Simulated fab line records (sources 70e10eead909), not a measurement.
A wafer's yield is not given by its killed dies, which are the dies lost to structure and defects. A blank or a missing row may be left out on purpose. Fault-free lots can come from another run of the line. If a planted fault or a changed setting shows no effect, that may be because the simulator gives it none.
fab line records	flow nandHarc	part 1 of 2: steps 1 to 23 of 34
record: lots: 5	wafers: 15	lastDay: 24
route steps=1159 shown P_CONTACT@222 P_M0@253
lots that met no fault: taken from a fault-free run of the same line
startH: hours from the record's opening day to when the first of the lot's shown wafers began	waitH: how many hours have passed since the lot's step before this one	" repeats the value in the row above	L1.1+2: a row that stands for several wafers	- either no value or no given start	* or withheld: withheld	< > ~ a bound
route shown NAME@n: a module of which the file shows steps, and the number in the route of the first	usual: the fault-free wafers' mean and standard deviation	same: alike in all rows	chamber/n: place in a boat	sites: the reading at each site	_std_site: how widely they spread, as a standard deviation	_edge_site: the outer-site mean with the inner-site mean subtracted	radiusMm: how far each site lies from the wafer's centre	mask NAME#n: copy n	behind: the tool/chamber that last shaped the wafer	hold: why the lot went on hold/how many hours it stayed there/how the hold came to an end	device: which transistor (n, p or np) failed to switch	end of line: the route-end tests of the same wafers	a step without rows: its recipe alone	killed: the dies lost at the first sort to structure and to defects; this is not the yield of the wafer	map: per-die view of a wafer (x killed, . not killed, _ where there is no die)
set.NAME: setting as actually run; set.NAME@STEP: the setting as run at that earlier step	model.NAME: the simulator's own value behind a step, which no gauge read
lots seen at some steps along the route; tables by step, rows by wafer
services: a tool's chamber out of use, with start hour (startH, from the record's first day; less than 0 if before it), hours out, and reason
== steps ==
step: NHARC_P_CONTACT_DEHYDRATE_04
recipe: tempC: 150	timeS: 120
usual: plateTempC: 150.05/0.15
lot.wafer	tool	chamber	startH	waitH	plateTempC
L074.1	lithoTrack-01	0	110.82	0.1	149.98
L074.3	"	0	"	"	149.97
L074.4	"	0	"	"	150.04
L076.1	lithoTrack-04	0	129.34	0.1	150.36
L076.3	"	0	"	"	150.37
L076.5	"	0	"	"	150.25
L080.3	lithoTrack-06	0	147.42	0.1	149.89
L080.4	"	0	"	"	150.15
L080.6	"	0	"	"	150.29
L083.3	lithoTrack-01	0	161.56	0.1	149.90
L083.4	"	0	"	"	150.36
L083.6	"	0	"	"	150.10
L096.1	lithoTrack-04	0	234.86	0.1	149.97
L096.3	"	0	"	"	150.11
L096.5	"	0	"	"	149.88
step: NHARC_P_CONTACT_HMDS_05
recipe: timeS: 30
lot.wafer	tool	chamber	startH	waitH
L074.1+3+4	lithoTrack-01	0	-	-
L076.1+3+5	lithoTrack-04	0	-	-
L080.3+4+6	lithoTrack-06	0	-	-
L083.3+4+6	lithoTrack-01	0	-	-
L096.1+3+5	lithoTrack-04	0	-	-
step: NHARC_P_CONTACT_COAT_33
recipe: tempC: 260	timeS: 75
usual: plateTempC: 260.02/0.19
lot.wafer	tool	chamber	startH	waitH	plateTempC
L074.1	lithoTrack-01	0	-	-	259.83
L074.3	"	0	"	"	259.93
L074.4	"	0	"	"	259.81
L076.1	lithoTrack-04	0	-	-	260.10
L076.3	"	0	"	"	260.04
L076.5	"	0	"	"	259.99
L080.3	lithoTrack-06	0	-	-	259.75
L080.4	"	0	"	"	259.68
L080.6	"	0	"	"	260.16
L083.3	lithoTrack-01	0	-	-	260.18
L083.4	"	0	"	"	259.80
L083.6	"	0	"	"	259.93
L096.1	lithoTrack-04	0	-	-	260.06
L096.3	"	0	"	"	260.30
L096.5	"	0	"	"	260.12
step: NHARC_P_CONTACT_COAT_34
recipe: tempC: 225	timeS: 65
usual: plateTempC: 225.03/0.17
lot.wafer	tool	chamber	startH	waitH	plateTempC
L074.1	lithoTrack-01	0	-	-	225.04
L074.3	"	0	"	"	224.97
L074.4	"	0	"	"	225.04
L076.1	lithoTrack-04	0	-	-	225.10
L076.3	"	0	"	"	225.38
L076.5	"	0	"	"	225.16
L080.3	lithoTrack-06	0	-	-	224.75
L080.4	"	0	"	"	224.69
L080.6	"	0	"	"	224.97
L083.3	lithoTrack-01	0	-	-	225.16
L083.4	"	0	"	"	225.05
L083.6	"	0	"	"	225.02
L096.1	lithoTrack-04	0	-	-	225.00
L096.3	"	0	"	"	224.73
L096.5	"	0	"	"	224.78
step: NHARC_P_CONTACT_COAT_06
recipe: spinRpm: 1500	resistThkNm: 90
lot.wafer	tool	chamber	startH	waitH
L074.1+3+4	lithoTrack-01	0	-	-
L076.1+3+5	lithoTrack-04	0	-	-
L080.3+4+6	lithoTrack-06	0	-	-
L083.3+4+6	lithoTrack-01	0	-	-
L096.1+3+5	lithoTrack-04	0	-	-
step: NHARC_P_CONTACT_SOFTBAKE_07
recipe: tempC: 105	timeS: 55
usual: plateTempC: 105.03/0.13
lot.wafer	tool	chamber	startH	waitH	plateTempC
L074.1	lithoTrack-01	0	-	-	105.18
L074.3	"	0	"	"	104.90
L074.4	"	0	"	"	105.38
L076.1	lithoTrack-04	0	-	-	104.88
L076.3	"	0	"	"	105.07
L076.5	"	0	"	"	104.89
L080.3	lithoTrack-06	0	-	-	104.93
L080.4	"	0	"	"	105.04
L080.6	"	0	"	"	105.04
L083.3	lithoTrack-01	0	-	-	104.99
L083.4	"	0	"	"	104.92
L083.6	"	0	"	"	105.10
L096.1	lithoTrack-04	0	-	-	105.11
L096.3	"	0	"	"	105.21
L096.5	"	0	"	"	105.06
step: NHARC_P_CONTACT_EBR_08
lot.wafer	tool	chamber	startH	waitH
L074.1+3+4	lithoTrack-01	0	-	-
L076.1+3+5	lithoTrack-04	0	-	-
L080.3+4+6	lithoTrack-06	0	-	-
L083.3+4+6	lithoTrack-01	0	-	-
L096.1+3+5	lithoTrack-04	0	-	-
step: NHARC_P_CONTACT_EXPOSE_09
recipe: na: 1.35	targetCdNm: 90	doseMj: 81.26	maskId: P_CA
usual: reticleTempC: 22.99/0.11
lot.wafer	tool	chamber	startH	waitH	mask	reticleTempC
L074.1	arfiScanner-03	0	111.13	-	P_CA#0	23.06
L074.3	"	0	"	"	P_CA#0	23.12
L074.4	"	0	"	"	P_CA#0	23.20
L076.1	arfiScanner-02	0	129.65	-	P_CA#0	23.03
L076.3	"	0	"	"	P_CA#0	22.97
L076.5	"	0	"	"	P_CA#0	23.06
L080.3	arfiScanner-01	0	147.61	-	P_CA#0	22.99
L080.4	"	0	"	"	P_CA#0	23.00
L080.6	"	0	"	"	P_CA#0	22.95
L083.3	arfiScanner-03	0	161.75	-	P_CA#0	23.08
L083.4	"	0	"	"	P_CA#0	23.01
L083.6	"	0	"	"	P_CA#0	23.03
L096.1	arfiScanner-02	0	235.05	-	P_CA#0	22.98
L096.3	"	0	"	"	P_CA#0	22.98
L096.5	"	0	"	"	P_CA#0	23.12
step: NHARC_P_CONTACT_PEB_10
recipe: pebTempC: 100	pebTimeS: 65
usual: plateTempC: 99.98/0.13
lot.wafer	tool	chamber	startH	waitH	plateTempC
L074.1	lithoTrack-01	0	111.20	0.1	100.07
L074.3	"	0	"	"	100.04
L074.4	"	0	"	"	99.87
L076.1	lithoTrack-06	0	129.71	0.1	99.95
L076.3	"	0	"	"	99.79
L076.5	"	0	"	"	99.88
L080.3	lithoTrack-01	0	147.66	0.0	99.76
L080.4	"	0	"	"	99.74
L080.6	"	0	"	"	99.92
L083.3	lithoTrack-01	0	161.80	0.0	99.83
L083.4	"	0	"	"	99.89
L083.6	"	0	"	"	100.05
L096.1	lithoTrack-01	0	235.11	0.1	99.90
L096.3	"	0	"	"	100.19
L096.5	"	0	"	"	100.12
step: NHARC_P_CONTACT_DEVELOP_11
recipe: developTimeS: 35	devTempC: 23
lot.wafer	tool	chamber	startH	waitH
L074.1+3+4	lithoTrack-01	0	-	-
L076.1+3+5	lithoTrack-06	0	-	-
L080.3+4+6	lithoTrack-01	0	-	-
L083.3+4+6	lithoTrack-01	0	-	-
L096.1+3+5	lithoTrack-01	0	-	-
step: NHARC_P_CONTACT_CD_MEAS_12
recipe: targetCdNm: 90	landingEnergyEv: 500
usual: cdNm: 90.3/0.61
lot.wafer	tool	chamber	startH	waitH	cdNm
L074.1	cdSem-02	0	111.28	-	90.1
L074.3	"	0	"	"	89.9
L074.4	"	0	"	"	90.3
L076.1	cdSem-03	0	129.79	-	89.4
L076.3	"	0	"	"	89.8
L076.5	"	0	"	"	90.5
L080.3	cdSem-03	0	147.75	-	91.1
L080.4	"	0	"	"	91.4
L080.6	"	0	"	"	91.0
L083.3	cdSem-01	0	161.89	-	90.8
L083.4	"	0	"	"	90.6
L083.6	"	0	"	"	90.8
L096.1	cdSem-02	0	235.18	-	90.1
L096.3	"	0	"	"	91.3
L096.5	"	0	"	"	90.2
step: NHARC_P_CONTACT_OVL_MEAS_13
usual: overlayXNm: -0.1/0.74	overlayYNm: 0.4/0.87
lot.wafer	tool	chamber	startH	waitH	overlayXNm	overlayYNm
L074.1	overlay-01	-	111.37	-	0.2	-0.1
L074.3	"	-	"	"	0.0	-0.3
L074.4	"	-	"	"	0.7	-0.2
L076.1	overlay-01	-	129.88	-	0.6	-0.7
L076.3	"	-	"	"	0.2	-0.8
L076.5	"	-	"	"	0.3	-0.5
L080.3	overlay-02	-	147.83	-	-0.6	0.6
L080.4	"	-	"	"	-0.1	0.1
L080.6	"	-	"	"	0.5	0.0
L083.3	overlay-01	-	161.97	-	-0.5	1.5
L083.4	"	-	"	"	-0.8	1.6
L083.6	"	-	"	"	-0.6	0.9
L096.1	overlay-01	-	235.28	-	-0.1	1.3
L096.3	"	-	"	"	-0.5	1.4
L096.5	"	-	"	"	0.1	1.0
step: NHARC_P_CONTACT_INSPECT_14
usual: rawDefectCount: 3.8/2.4
lot.wafer	tool	chamber	startH	waitH	rawDefectCount
L074.1	defectInspect-02	-	111.40	0.0	2
L074.3	"	-	"	"	2
L074.4	"	-	"	"	4
L076.1	defectInspect-02	-	129.91	0.0	3
L076.3	"	-	"	"	5
L076.5	"	-	"	"	6
L080.3	defectInspect-01	-	147.87	0.0	5
L080.4	"	-	"	"	1
L080.6	"	-	"	"	3
L083.3	defectInspect-02	-	162.01	0.0	2
L083.4	"	-	"	"	11
L083.6	"	-	"	"	5
L096.1	defectInspect-01	-	235.31	0.0	2
L096.3	"	-	"	"	5
L096.5	"	-	"	"	5
step: NHARC_P_CONTACT_DESCUM_17
recipe: timeS: 3	o2FlowSccm: 200	arFlowSccm: 0	biasPowerW: 0	chemistry: O2
usual: drypumpMotorCurrentA: 5.8/0.52	oesProductAu: 1.000/0.0094	rfVppV: 58.0/0.85	showerheadPlenumPTorr: 1.96/0.062	throttleValvePct: 11.311/0.0097
lot.wafer	tool	chamber	startH	waitH	drypumpMotorCurrentA	oesProductAu	rfHoursCounterH	rfVppV	showerheadPlenumPTorr	throttleValvePct
L074.3	rieDiel-08	3	111.47	0.1	6.0	0.992	14	58.0	2.03	11.296
L074.4	"	0	"	"	5.3	0.983	16	58.1	1.97	11.310
L074.1	"	1	"	"	6.3	0.998	16	58.5	1.98	11.319
L076.1	rieDiel-09	0	129.97	0.1	5.6	0.987	18	56.7	1.95	11.321
L076.3	"	3	"	"	6.6	1.005	15	56.4	1.82	11.327
L076.5	"	0	"	"	5.7	0.988	-	58.0	1.95	11.296
L080.3	rieDiel-09	3	147.93	0.1	6.6	1.014	21	56.6	1.82	11.305
L080.4	"	0	"	"	5.6	1.003	22	58.4	1.94	11.306
L080.6	"	3	"	"	6.6	1.002	-	56.9	1.82	11.309
L083.3	rieDiel-05	3	162.09	0.1	5.7	1.020	16	58.2	1.97	11.311
L083.4	"	2	"	"	5.0	1.017	-	59.4	1.93	11.318
L083.6	"	3	"	"	5.6	1.014	-	58.1	1.97	11.331
L096.1	rieDiel-09	2	235.42	0.1	6.5	0.992	57	55.8	1.82	11.320
L096.3	"	0	"	"	5.7	1.008	51	58.1	1.94	11.319
L096.5	"	3	"	"	6.6	1.011	-	58.1	1.81	11.301
step: NHARC_P_CONTACT_ETCH_35
recipe: targetDepthA: 390	overEtchFrac: 0.3	timeS: 65	ionEnergyEv: 80	cf4FlowSccm: 150	arFlowSccm: 0	rfW: 300	biasW: 100	chemistry: CF4
usual: drypumpMotorCurrentA: 5.9/0.55	oesProductAu: 1.001/0.009	rfFwdPowerW: 296.9/1.2	rfVppV: 151.6/0.95	showerheadPlenumPTorr: 1.81/0.058	throttleValvePct: 13.284/0.0081
lot.wafer	tool	chamber	startH	waitH	drypumpMotorCurrentA	oesProductAu	rfFwdPowerW	rfHoursCounterH	rfVppV	showerheadPlenumPTorr	throttleValvePct
L074.1	rieDiel-08	1	111.56	0.1	6.3	1.008	298.3	16	152.7	1.83	13.286
L074.3	"	2	"	"	5.3	0.987	297.2	14	152.5	1.83	13.282
L074.4	"	3	"	"	6.0	0.987	297.0	14	152.1	1.87	13.283
L076.1	rieDiel-09	3	130.06	0.1	6.6	0.999	296.8	15	149.9	1.69	13.284
L076.3	"	0	"	"	5.6	0.996	295.7	18	151.4	1.80	13.280
L076.5	"	2	"	"	6.5	0.992	298.0	-	150.8	1.70	13.292
L080.3	rieDiel-09	0	148.04	0.1	5.6	1.007	297.5	23	151.1	1.80	13.295
L080.4	"	1	"	"	6.2	1.004	297.9	25	149.7	1.71	13.288
L080.6	"	3	"	"	6.6	1.017	295.4	-	150.6	1.69	13.271
L083.3	rieDiel-05	3	162.19	0.1	5.7	1.002	296.0	16	151.8	1.82	13.276
L083.4	"	0	"	"	6.2	0.997	297.4	-	152.0	1.83	13.290
L083.6	"	3	"	"	5.7	1.001	295.3	-	152.2	1.82	13.291
L096.3	rieDiel-09	3	235.52	0.1	6.6	1.015	295.4	57	149.6	1.68	13.286
L096.1	"	1	"	"	6.2	1.007	297.7	48	150.5	1.71	13.292
L096.5	"	3	"	"	6.6	1.007	296.8	-	151.6	1.68	13.280
step: NHARC_P_CONTACT_ETCH_36
recipe: targetDepthA: 2600	overEtchFrac: 0.25	timeS: 406.25	ionEnergyEv: 200	n2FlowSccm: 150	h2FlowSccm: 150	arFlowSccm: 0	rfW: 400	biasW: 150	chemistry: N2/H2
usual: drypumpMotorCurrentA: 5.9/0.54	h2FlowSccm: 150.0/0.46	oesProductAu: 1.002/0.0092	rfFwdPowerW: 399.2/1.2	rfVppV: 431.8/2.3	showerheadPlenumPTorr: 2.09/0.071	throttleValvePct: 14.172/0.0095
lot.wafer	tool	chamber	startH	waitH	drypumpMotorCurrentA	h2FlowSccm	oesProductAu	rfFwdPowerW	rfHoursCounterH	rfVppV	showerheadPlenumPTorr	throttleValvePct
L074.4	rieDiel-08	3	-	-	6.1	149.6	1.004	401.7	14	436.1	2.17	14.180
L074.3	"	0	"	"	5.3	150.4	0.995	398.7	16	432.1	2.10	14.176
L074.1	"	1	"	"	6.3	150.5	1.012	399.9	16	432.4	2.11	14.163
L076.3	rieDiel-09	1	-	-	6.2	150.6	1.014	399.3	19	429.1	1.97	14.179
L076.1	"	2	"	"	6.5	150.1	0.991	398.5	16	428.3	1.95	14.170
L076.5	"	0	"	"	5.6	150.2	1.003	399.1	-	432.4	2.08	14.153
L080.4	rieDiel-09	0	-	-	5.6	150.4	1.011	400.0	23	431.6	2.07	14.180
L080.3	"	1	"	"	6.2	150.4	1.019	400.8	25	428.4	1.97	14.179
L080.6	"	2	"	"	6.5	149.9	1.000	400.6	-	427.3	1.94	14.177
L083.3	rieDiel-05	3	-	-	5.6	149.9	1.007	398.4	16	431.6	2.10	14.152
L083.6	"	2	"	"	5.0	149.8	1.014	399.7	-	429.9	2.06	14.162
L083.4	"	3	"	"	5.7	149.2	1.005	398.9	-	432.3	2.10	14.188
L096.1	rieDiel-09	1	-	-	6.2	150.2	0.997	398.7	48	427.2	1.96	14.168
L096.3	"	0	"	"	5.7	149.1	1.006	399.3	51	431.3	2.06	14.180
L096.5	"	1	"	"	6.2	150.4	0.992	398.9	-	427.4	1.96	14.172
step: NHARC_P_CONTACT_ETCH_18
recipe: targetDepthA: 4810	timeS: 240.5	c4f8FlowSccm: 20	o2FlowSccm: 10	arFlowSccm: withheld	rfW: 600	biasW: 1500	chemistry: C4F8/O2/Ar
usual: oesProductAu: 0.958/0.017	rfFwdPowerW: 598.0/1.7	rfVppV: 981/4.5
lot.wafer	tool	chamber	startH	waitH	oesProductAu	rfFwdPowerW	rfHoursCounterH	rfVppV
L074.4	rieDiel-08	0	-	-	0.963	601.0	16	982
L074.3	"	1	"	"	0.978	601.1	16	983
L074.1	"	2	"	"	0.945	596.7	14	984
L076.3	rieDiel-09	3	-	-	0.991	594.8	15	971
L076.1	"	0	"	"	0.958	595.8	18	981
L076.5	"	2	"	"	0.976	598.5	-	972
L080.4	rieDiel-09	2	-	-	0.945	599.6	23	973
L080.3	"	3	"	"	0.953	599.2	22	971
L080.6	"	1	"	"	0.951	598.2	-	974
L083.3	rieDiel-05	3	-	-	0.967	595.2	16	982
L083.4	"	0	"	"	0.959	593.6	-	984
L083.6	"	2	"	"	0.984	596.2	-	979
L096.1	rieDiel-09	3	-	-	0.966	599.5	57	971
L096.3	"	1	"	"	0.978	598.5	48	973
L096.5	"	2	"	"	0.954	597.6	-	973
step: NHARC_P_CONTACT_STRIP_37
recipe: c4f8FlowSccm: withheld	o2FlowSccm: 8	arFlowSccm: withheld	biasW: 0	chemistry: C4F8/O2/Ar
lot.wafer	tool	chamber	startH	waitH
L074.1+4+3	rieDiel-08	2,3,1	-	-
L076.3+1+5	rieDiel-09	1,2,2	-	-
L080.3+4+6	rieDiel-09	1,2,1	-	-
L083.3+4+6	rieDiel-05	0,3,0	-	-
L096.1+3+5	rieDiel-09	1,2,2	-	-
step: NHARC_P_CONTACT_ETCH_31
recipe: targetDepthA: 300	timeS: 85.7	ionEnergyEv: 120	overEtchFrac: 1	ch3fFlowSccm: 50	o2FlowSccm: 30	arFlowSccm: 200	rfW: 500	biasW: 100	chemistry: CH3F/O2
usual: ch3fFlowSccm: 50.00/0.15	drypumpMotorCurrentA: 5.9/0.54	oesProductAu: 0.981/0.013	rfFwdPowerW: 495.5/1.9	rfVppV: 245.1/1.4	showerheadPlenumPTorr: 2.51/0.084	throttleValvePct: 20.663/0.0084
lot.wafer	tool	chamber	startH	waitH	ch3fFlowSccm	drypumpMotorCurrentA	oesProductAu	rfFwdPowerW	rfHoursCounterH	rfVppV	showerheadPlenumPTorr	throttleValvePct
L074.3	rieDiel-08	2	-	-	50.09	5.3	0.968	497.0	14	245.9	2.55	20.674
L074.1	"	3	"	"	50.08	6.0	0.975	496.7	14	246.0	2.60	20.680
L074.4	"	0	"	"	50.05	5.3	0.974	494.3	16	245.7	2.53	20.658
L076.1	rieDiel-09	3	-	-	49.85	6.6	1.012	495.9	15	243.4	2.34	20.660
L076.3	"	1	"	"	50.01	6.2	0.994	497.5	19	242.4	2.38	20.671
L076.5	"	1	"	"	49.87	6.2	0.993	495.1	-	242.6	2.38	20.662
L080.3	rieDiel-09	2	-	-	49.91	6.5	0.981	495.7	25	242.7	2.35	20.662
L080.4	"	0	"	"	50.30	5.6	1.003	495.9	-	245.3	2.50	20.671
L080.6	"	3	"	"	49.97	6.6	0.982	493.5	-	241.1	2.34	20.663
L083.3	rieDiel-05	3	-	-	49.91	5.7	0.993	496.1	16	244.1	2.53	20.667
L083.4	"	3	"	"	50.01	5.6	0.985	494.6	-	246.3	2.53	20.664
L083.6	"	2	"	"	50.05	5.0	1.000	496.6	-	244.8	2.48	20.662
L096.1	rieDiel-09	3	-	-	49.95	6.6	0.998	494.5	57	241.8	2.33	20.653
L096.3	"	1	"	"	50.05	6.2	1.001	497.5	48	244.1	2.37	20.668
L096.5	"	3	"	"	50.07	6.6	0.995	495.3	-	242.8	2.33	20.673
step: NHARC_P_CONTACT_CD_MEAS_19
usual: cdNm: 89.1/2
lot.wafer	tool	chamber	startH	waitH	cdNm
L074.1	cdSem-02	-	112.33	-	89.6
L074.3	"	-	"	"	91.1
L074.4	"	-	"	"	92.6
L076.1	cdSem-01	-	131.04	-	86.6
L076.3	"	-	"	"	89.1
L076.5	"	-	"	"	91.2
L080.3	cdSem-02	-	150.31	-	89.8
L080.4	"	-	"	"	90.9
L080.6	"	-	"	"	87.3
L083.3	cdSem-02	-	163.09	-	88.2
L083.4	"	-	"	"	88.7
L083.6	"	-	"	"	89.1
L096.1	cdSem-01	-	236.62	-	89.7
L096.3	"	-	"	"	90.0
L096.5	"	-	"	"	89.3
step: NHARC_P_CONTACT_STRIP_28
recipe: o2FlowSccm: 500	arFlowSccm: 0	biasW: 0	chemistry: O2
usual: drypumpMotorCurrentA: 5.9/0.52	oesProductAu: 1.000/0.0087	rfVppV: 57.9/0.89	showerheadPlenumPTorr: 3.62/0.098	throttleValvePct: 17.036/0.0084
lot.wafer	tool	chamber	startH	waitH	drypumpMotorCurrentA	oesProductAu	rfHoursCounterH	rfVppV	showerheadPlenumPTorr	throttleValvePct
L074.4	rieDiel-08	0	112.41	0.1	5.3	0.979	16	58.2	3.63	17.044
L074.1	"	1	"	"	6.3	0.996	16	58.4	3.64	17.040
L074.3	"	3	"	"	6.0	0.985	14	58.6	3.72	17.037
L076.1	rieDiel-05	3	131.11	0.1	5.6	1.002	12	57.2	3.63	17.048
L076.3	"	2	"	"	5.0	1.007	13	56.6	3.56	17.032
L076.5	"	3	"	"	5.6	0.999	-	57.8	3.63	17.049
L080.3	rieDiel-09	0	150.42	0.1	5.7	1.016	24	57.2	3.58	17.016
L080.4	"	3	"	"	6.7	0.997	-	57.6	3.36	17.034
L080.6	"	0	"	"	5.6	1.007	-	59.2	3.58	17.037
L083.3	rieDiel-08	1	163.17	0.1	6.3	1.010	2	58.1	3.64	17.033
L083.4	"	3	"	"	6.1	1.008	3	57.7	3.72	17.042
L083.6	"	0	"	"	5.3	0.990	-	58.4	3.62	17.055
L096.1	rieDiel-08	3	236.73	0.1	6.0	0.993	12	58.7	3.72	17.042
L096.3	"	0	"	"	5.3	1.000	11	56.2	3.62	17.037
L096.5	"	2	"	"	5.3	1.002	-	57.9	3.64	17.040
step: NHARC_P_CONTACT_STRIP_29
recipe: timeS: 1200	tempC: 72.5	chemistry: postEtchResidueRemover
lot.wafer	tool	chamber	startH	waitH
L074.4+3+1	wetBench-02	4,7,0	112.60	-
L076.3+1+5	wetBench-01	4,6,7	131.30	-
L080.6+4+3	wetBench-02	3,4,6	150.62	0.1
L083.3+6+4	wetBench-01	2,5,6	163.36	-
L096.3+1+5	wetBench-01	7,2,3	236.88	-
step: NHARC_P_CONTACT_DEGAS_38
recipe: tempC: 300	timeS: 60
usual: heaterPowerW: 494/58
lot.wafer	tool	chamber	startH	waitH	heaterPowerW
L074.4	pvdSputter-02	-	113.05	-	463
L074.3	"	-	"	"	548
L074.1	"	-	"	"	534
L076.3	pvdSputter-03	-	131.77	-	585
L076.1	"	-	"	"	395
L076.5	"	-	"	"	503
L080.4	pvdSputter-03	-	151.06	-	578
L080.3	"	-	"	"	539
L080.6	"	-	"	"	575
L083.4	pvdSputter-02	-	163.84	-	461
L083.3	"	-	"	"	535
L083.6	"	-	"	"	533
L096.1	pvdSputter-02	-	237.34	-	444
L096.3	"	-	"	"	546
L096.5	"	-	"	"	448
